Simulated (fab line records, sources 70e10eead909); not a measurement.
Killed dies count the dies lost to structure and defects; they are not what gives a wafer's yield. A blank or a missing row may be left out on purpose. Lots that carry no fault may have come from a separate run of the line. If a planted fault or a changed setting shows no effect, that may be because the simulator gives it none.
fab line records	flow nandHarc
[record] lots = 5	wafers = 15	lastDay = 23
route steps=1159 shown P_ZERO_WELL@14 END@1159
lots that met no fault: taken from a fault-free run of the same line
startH: the number of hours between the record's first day and the start of the first shown wafer of the lot	waitH: hours from the lot's prior step to this one	" unchanged from the row above	L1.1+2: a row that stands for several wafers	- no value, or no start was given	* or withheld: withheld	< > ~ a bound
route shown NAME@n: NAME is a module with steps in the file, n the number in the route of the first one	usual: mean and standard deviation over wafers with no fault	same: alike in all rows	chamber/n: place in a boat	sites: each site's reading	_std_site: their standard deviation	_edge_site: inner sites' mean taken away from outer sites' mean	radiusMm: for every site, how far away it sits from the centre of the wafer	mask NAME#n: copy n	behind: the most recent tool/chamber to have shaped the wafer	hold: what put the lot on hold/how long, in hours/how the hold closed	device: whichever transistor did not switch (one of n, p or np)	end of line: tests of these same wafers at the route's end	a step without rows: its recipe alone	killed: dies lost to structure and defects at the first sort, not the wafer's yield	map: the dies of a wafer, with x for killed, . for not killed, _ for no die there
set.NAME: the setting that was run; set.NAME@STEP: the one run at that earlier step	model.NAME: the simulator's own value behind a step, which no gauge read
lots at some steps of the route; a table a step, a row a wafer
services: from which hour (startH, from the record's first day; less than 0 if before it) a tool's chamber was out of use, for how many hours, and why
[[steps]]
[step NHARC_P_ZERO_WELL_CD_MEAS_11]
[recipe] targetCdNm = 500	landingEnergyEv = 500
[usual] cdNm = 500.4/2.3
lot.wafer	tool	chamber	startH	waitH	cdNm
L932.1	cdSem-01	0	13.23	-	499.2
L932.4	"	0	"	"	501.0
L932.6	"	0	"	"	498.3
L939.1	cdSem-01	0	55.25	-	502.7
L939.2	"	0	"	"	498.3
L939.5	"	0	"	"	503.2
L948.1	cdSem-01	0	109.24	-	504.4
L948.2	"	0	"	"	504.2
L948.4	"	0	"	"	498.6
L950.1	cdSem-01	0	121.24	-	498.5
L950.2	"	0	"	"	502.3
L950.5	"	0	"	"	503.6
L951.2	cdSem-02	0	127.11	-	502.7
L951.5	"	0	"	"	498.0
L951.6	"	0	"	"	499.0
[step NHARC_P_ZERO_WELL_HARDBAKE_12]
[recipe] tempC = 118	timeS = 65
[step NHARC_P_ZERO_WELL_DESCUM_13]
[recipe] timeS = 3	o2FlowSccm = 200	arFlowSccm = 0	biasPowerW = 0	chemistry = O2
[usual] drypumpMotorCurrentA = 5.6/0.39	oesProductAu = 0.999/0.015	rfVppV = 57.9/0.9	showerheadPlenumPTorr = 1.95/0.078	throttleValvePct = 11.312/0.0092
lot.wafer	tool	chamber	startH	waitH	drypumpMotorCurrentA	oesProductAu	rfHoursCounterH	rfVppV	showerheadPlenumPTorr	throttleValvePct
L932.1	rieDiel-09	0	13.40	-	5.2	1.021	6	58.1	1.85	11.308
L932.4	"	1	"	"	5.2	1.001	7	57.9	2.01	11.316
L932.6	"	3	"	"	5.2	0.996	-	58.0	2.04	11.317
L939.1	rieDiel-08	2	55.42	-	5.8	1.004	6	56.3	1.79	11.313
L939.2	"	0	"	"	5.2	1.010	5	57.6	2.01	11.316
L939.5	"	2	"	"	5.8	1.004	-	57.4	1.79	11.299
L948.2	rieDiel-07	1	109.40	-	5.5	0.996	5	58.7	1.90	11.314
L948.1	"	3	"	"	5.5	0.988	5	58.0	2.03	11.313
L948.4	"	1	"	"	5.5	0.984	-	60.3	1.90	11.295
L950.1	rieDiel-09	2	121.41	-	5.9	0.990	2	57.6	2.01	11.308
L950.2	"	3	"	"	5.2	1.025	2	57.3	2.03	11.320
L950.5	"	1	"	"	5.3	1.008	-	59.0	2.01	11.312
L951.2	rieDiel-07	1	127.27	-	5.5	0.986	5	56.5	1.90	11.318
L951.6	"	1	"	"	5.5	0.980	-	55.9	1.90	11.315
L951.5	"	2	"	"	6.5	1.006	-	58.3	1.87	11.301
[step NHARC_P_ZERO_WELL_ETCH_65]
[recipe] targetDepthA = 800	overetchA = 240	timeS = 87.88	ionEnergyEv = 200	n2FlowSccm = 150	h2FlowSccm = 150	arFlowSccm = 0	rfW = 400	biasW = 150	chemistry = N2/H2
[usual] drypumpMotorCurrentA = 5.6/0.39	h2FlowSccm = 150.0/0.46	oesProductAu = 0.999/0.016	rfVppV = 431.5/2.5	showerheadPlenumPTorr = 2.08/0.086	throttleValvePct = 14.170/0.0094
lot.wafer	tool	chamber	startH	waitH	drypumpMotorCurrentA	h2FlowSccm	oesProductAu	rfHoursCounterH	rfVppV	showerheadPlenumPTorr	throttleValvePct
L932.1	rieDiel-09	3	13.48	0.1	5.2	149.9	0.990	6	433.8	2.17	14.164
L932.4	"	1	"	"	5.2	150.7	1.005	7	432.6	2.15	14.178
L932.6	"	2	"	"	5.9	150.3	0.981	-	432.8	2.15	14.177
L939.1	rieDiel-08	2	55.50	0.1	5.8	150.1	0.993	7	426.5	1.90	14.173
L939.2	"	3	"	"	5.3	150.1	0.997	6	431.4	2.09	14.178
L939.5	"	2	"	"	5.8	150.3	0.999	-	427.4	1.90	14.161
L948.2	rieDiel-07	1	109.50	0.1	5.6	150.0	0.989	5	431.0	2.03	14.151
L948.1	"	3	"	"	5.5	150.1	0.981	5	433.2	2.17	14.149
L948.4	"	1	"	"	5.5	150.7	0.986	-	429.6	2.03	14.179
L950.1	rieDiel-09	1	121.48	0.1	5.2	151.0	1.019	2	434.1	2.14	14.179
L950.2	"	3	"	"	5.2	148.8	1.038	2	432.7	2.17	14.175
L950.5	"	1	"	"	5.2	151.0	1.022	-	435.2	2.14	14.164
L951.2	rieDiel-07	2	127.36	0.1	6.5	150.0	1.021	6	428.2	1.99	14.155
L951.6	"	1	"	"	5.5	149.5	0.990	-	430.0	2.03	14.176
L951.5	"	2	"	"	6.5	149.8	1.021	-	429.6	1.99	14.161
[step NHARC_P_ZERO_WELL_ETCH_62]
[recipe] targetDepthA = 130	timeS = 6.5	chf3FlowSccm = 50	arFlowSccm = 200	rfW = 500	biasW = 200	chemistry = CHF3/Ar
[usual] drypumpMotorCurrentA = 5.6/0.4	oesProductAu = 0.960/0.026	rfVppV = 371.3/2.1	showerheadPlenumPTorr = 2.38/0.093	throttleValvePct = 20.217/0.0092
lot.wafer	tool	chamber	startH	waitH	drypumpMotorCurrentA	oesProductAu	rfHoursCounterH	rfVppV	showerheadPlenumPTorr	throttleValvePct
L932.1	rieDiel-09	1	-	-	5.3	0.967	7	373.1	2.46	20.203
L932.4	"	2	"	"	5.9	0.968	6	373.6	2.46	20.216
L932.6	"	3	"	"	5.2	0.956	-	375.6	2.49	20.215
L939.1	rieDiel-08	2	-	-	5.8	0.935	7	367.3	2.20	20.223
L939.2	"	3	"	"	5.2	0.924	6	371.4	2.40	20.219
L939.5	"	2	"	"	5.8	0.927	-	366.9	2.20	20.224
L948.2	rieDiel-07	2	-	-	6.4	0.939	5	369.5	2.29	20.205
L948.1	"	1	"	"	5.5	0.906	5	370.8	2.33	20.201
L948.4	"	2	"	"	6.4	0.937	-	370.6	2.29	20.235
L950.2	rieDiel-09	1	-	-	5.2	0.972	2	371.6	2.46	20.231
L950.1	"	2	"	"	5.9	0.976	2	372.3	2.46	20.203
L950.5	"	3	"	"	5.2	1.002	-	373.6	2.49	20.205
L951.2	rieDiel-07	1	-	-	5.5	0.965	5	369.6	2.33	20.215
L951.6	"	2	"	"	6.4	0.988	-	368.5	2.29	20.232
L951.5	"	3	"	"	5.5	0.965	-	373.0	2.48	20.221
[step NHARC_P_ZERO_WELL_ETCH_63]
[recipe] targetDepthA = 1200	timeS = 40.1	hbrFlowSccm = 150	cl2FlowSccm = 50	rfW = 400	icpW = 400	biasW = 100	chemistry = HBr/Cl2
[usual] drypumpMotorCurrentA = 5.6/0.42	oesProductAu = 0.999/0.014	throttleValvePct = 26.405/0.0093
lot.wafer	tool	chamber	startH	waitH	drypumpMotorCurrentA	oesProductAu	rfHoursCounterH	throttleValvePct
L932.1	rieSi-04	2	13.66	-	6.2	0.978	0.6	26.406
L932.4	"	0	"	"	5.0	0.991	0.8	26.426
L932.6	"	1	"	"	5.8	0.990	-	26.385
L939.1	rieSi-02	3	55.67	-	5.8	1.021	0.1	26.419
L939.2	"	2	"	"	5.6	1.011	0.1	26.410
L939.5	"	0	"	"	5.0	1.015	-	26.404
L948.2	rieSi-04	0	109.69	-	5.0	0.981	0.0	26.395
L948.4	"	1	"	"	5.8	1.035	0.0	26.400
L948.1	"	3	"	"	6.1	0.996	0.0	26.414
L950.1	rieSi-04	3	121.68	-	6.1	0.988	0.1	26.398
L950.2	"	0	"	"	5.0	0.975	0.1	26.405
L950.5	"	2	"	"	6.3	0.993	-	26.402
L951.2	rieSi-04	3	127.55	-	6.0	0.985	0.1	26.398
L951.5	"	1	"	"	5.8	1.023	-	26.412
L951.6	"	2	"	"	6.3	0.990	-	26.415
[step NHARC_P_ZERO_WELL_STRIP_15]
[recipe] timeS = 900	tempC = 130	chemistry = SPM
[step NHARC_P_ZERO_WELL_DEHYDRATE_16]
[recipe] tempC = 150	timeS = 120
[step NHARC_P_ZERO_WELL_HMDS_17]
[recipe] timeS = 30
[step NHARC_P_ZERO_WELL_COAT_18]
[recipe] spinRpm = withheld
[step NHARC_P_ZERO_WELL_SOFTBAKE_19]
[recipe] tempC = 122	timeS = 95
[step NHARC_P_ZERO_WELL_EBR_20]
[step NHARC_P_ZERO_WELL_EXPOSE_21]
[recipe] na = 0.6	targetCdNm = 720	doseMj = 22.31	maskId = P_NWELL
[same] na = 0.6
lot.wafer	tool	chamber	startH	waitH	mask
L932.1+4+6	krfScanner-03	0	14.29	-	P_NWELL#0
L939.1+2+5	krfScanner-03	0	56.44	-	P_NWELL_R1#0
L948.1+2+4	krfScanner-03	0	110.47	-	P_NWELL#0
L950.1+2+5	krfScanner-01	0	122.42	-	P_NWELL#0
L951.2+5+6	krfScanner-02	0	128.30	-	P_NWELL#0
[step NHARC_P_ZERO_WELL_PEB_22]
[recipe] pebTempC = 118	pebTimeS = 85
[step NHARC_P_ZERO_WELL_DEVELOP_23]
[recipe] timeS = 70
[step NHARC_P_ZERO_WELL_CD_MEAS_24]
[recipe] targetCdNm = 720	landingEnergyEv = 500
[usual] cdNm = 720.2/2.1
lot.wafer	tool	chamber	startH	waitH	cdNm
L932.1	cdSem-02	0	14.45	-	722.2
L932.4	"	0	"	"	719.2
L932.6	"	0	"	"	721.9
L939.1	cdSem-01	0	56.59	-	668.7
L939.2	"	0	"	"	669.5
L939.5	"	0	"	"	670.7
L948.1	cdSem-01	0	110.63	-	718.9
L948.2	"	0	"	"	717.9
L948.4	"	0	"	"	721.1
L950.1	cdSem-02	0	122.58	-	719.4
L950.2	"	0	"	"	718.3
L950.5	"	0	"	"	718.7
L951.2	cdSem-03	0	128.46	-	721.1
L951.5	"	0	"	"	720.8
L951.6	"	0	"	"	721.2
[step NHARC_P_ZERO_WELL_HARDBAKE_25]
[recipe] tempC = 125	timeS = 80
[step NHARC_P_ZERO_WELL_DESCUM_26]
[recipe] timeS = 3	o2FlowSccm = 200	arFlowSccm = 0	biasPowerW = 0	chemistry = O2
[usual] drypumpMotorCurrentA = 5.5/0.37	oesProductAu = 1.000/0.014	rfVppV = 58.1/0.97	showerheadPlenumPTorr = 1.94/0.082	throttleValvePct = 11.310/0.0096
lot.wafer	tool	chamber	startH	waitH	drypumpMotorCurrentA	oesProductAu	rfHoursCounterH	rfVppV	showerheadPlenumPTorr	throttleValvePct	model.P_ZERO_WELL.cdNm
L932.4	rieDiel-09	3	14.61	-	5.2	1.001	6	57.5	2.04	11.310	718.9
L932.1	"	1	"	"	5.2	0.998	7	57.5	2.01	11.306	721.5
L932.6	"	0	"	"	5.2	1.001	-	57.9	1.85	11.307	722
L939.2	rieDiel-09	1	56.79	-	5.2	0.990	10	57.3	2.01	11.310	668.5
L939.1	"	2	"	"	5.9	0.996	9	59.2	2.01	11.306	668.5
L939.5	"	3	"	"	5.2	0.972	-	59.6	2.04	11.322	670.5
L948.1	rieDiel-08	2	110.79	-	5.8	0.985	10	57.4	1.79	11.318	719.2
L948.2	"	0	"	"	5.2	0.999	9	59.4	2.01	11.314	718.5
L948.4	"	1	"	"	5.9	0.982	10	56.7	1.86	11.298	722.1
L950.1	rieDiel-07	1	122.75	-	5.5	1.003	5	57.0	1.90	11.308	719.6
L950.2	"	3	"	"	5.5	0.986	6	58.4	2.03	11.289	717
L950.5	"	1	"	"	5.5	1.000	-	58.0	1.90	11.311	718
L951.2	rieDiel-09	0	128.64	-	5.2	1.002	2	58.0	1.84	11.315	719.9
L951.6	"	2	"	"	5.9	1.000	-	57.9	2.01	11.313	721.5
L951.5	"	3	"	"	5.2	1.034	-	59.1	2.03	11.310	720.3
[step NHARC_P_ZERO_WELL_IMPLANT_27]
[recipe] energyKev = 600	doseCm2 = 1e+13	tiltDeg = 7
[step NHARC_END_SORT_01]
[recipe] tempC = 25
[usual] killedAtArray = 26/9.7	killedAtOther = 1.0/1.2	killedAtPeriphery = 3.9/2.6	killedDies = 31/9.7	killedOpen = 3.2/1.8	killedShort = 2.0/1.3
[same] grossDies = 677
lot.wafer	tool	chamber	startH	waitH	killedAtArray	killedAtOther	killedAtPeriphery	killedDies	killedOpen	killedShort
L939.1	prober-02	0	499.86	2.5	7	0	3	10	1	1
L939.2	prober-02	0	500.66	2.8	16	0	1	17	5	1
L939.5	prober-02	0	503.04	3.7	17	0	3	20	2	2
// killed by level:class
L939.1 A_CHANNEL_HOLE_D1:chamberFilmFlake=3 P_CONTACT:geometricParticle:short=1 A_BLC:geometricParticle:open=1 P_ZERO_WELL:chamberFilmFlake=1 A_STAIRCASE:chamberFilmFlake=1 A_WL_FILL:chamberFilmFlake=1 A_CONTACT:chamberFilmFlake=1 P_ZERO_WELL:areaExpose=1
L939.2 A_CONTACT:chamberFilmFlake=5 A_CONTACT:geometricParticle:open=3 A_CHANNEL_HOLE_D1:chamberFilmFlake=2 A_STAIRCASE:chamberFilmFlake=2 A_CHANNEL_FILL_D1:geometricParticle:open=1 A_WL_FILL:geometricParticle:short=1 A_M0:geometricParticle:open=1 P_GATE:chamberFilmFlake=1
L939.5 A_CONTACT:chamberFilmFlake=8 A_CHANNEL_HOLE_D1:chamberFilmFlake=5 A_ONON_D1:geometricParticle:open=1 A_ONON_D1:geometricParticle:short=1 A_CHANNEL_FILL_D1:geometricParticle:open=1 A_CONTACT:geometricParticle:short=1 P_ZERO_WELL:chamberFilmFlake=1 P_STI:chamberFilmFlake=1
[[services]]
tool	chamber	startH	hours	kind
krfScanner-03	-	-4.00	4.0	pm
rieDiel-09	0	7.40	-	clean
rieDiel-09	1	7.40	-	clean
rieDiel-09	2	7.40	-	clean
rieDiel-09	3	7.40	-	clean
krfScanner-01	-	11.77	2.8	repair
rieDiel-07	3	30.37	7.2	repair
rieDiel-09	0	31.90	-	clean
rieSi-02	-	34.00	9.0	pm
krfScanner-02	-	38.00	4.0	pm
rieDiel-08	1	41.22	3.9	repair
rieDiel-07	2	51.06	5.5	repair
rieDiel-07	-	51.20	9.0	pm
rieDiel-09	0	63.07	9.2	repair
krfScanner-03	-	65.80	2.1	repair
rieDiel-07	-	66.40	0.6	repair
rieDiel-09	-	77.31	9.0	pm
krfScanner-01	-	84.00	4.0	pm
rieSi-02	2	86.97	15.3	repair
rieDiel-07	0	90.86	6.1	repair
rieSi-04	-	99.00	9.0	pm
rieDiel-07	0	106.04	4.7	repair
rieDiel-09	1	111.70	5.0	repair
rieDiel-08	-	124.80	9.0	pm
[[key]]
[firstSign] step = NHARC_P_ZERO_WELL_EXPOSE_21	reading = mask	direction = changed
[effect] step = NHARC_P_ZERO_WELL_CD_MEAS_24	reading = cdNm	direction = down	sigmas = 24	usual = 720.2	struck = 669.6
[modelEffect] step = NHARC_P_ZERO_WELL_DESCUM_26	value = P_ZERO_WELL.cdNm	without = 718.3	struck = 669.1
metAt NHARC_P_ZERO_WELL_EXPOSE_21
struckWafers L939.1,L939.2,L939.5
testerLeftOut L939
onsetBetween 14.29 56.44
[fault] kind = wrongMask	tool = any	chamber = -	onsetH = 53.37	steps = NHARC_P_ZERO_WELL_EXPOSE_21	auxCopy = P_NWELL_R1#0	cdOffsetNm = -49.163	scope = struckLotsOnly
// testerLeftOut: of these lots the tester's yield and bins aren't shown, on N5 and GAA mostly nor the transistor test; their killed dies are dies lost to structure and defects alone, not to doping, threshold or leakage, so they don't give the yield
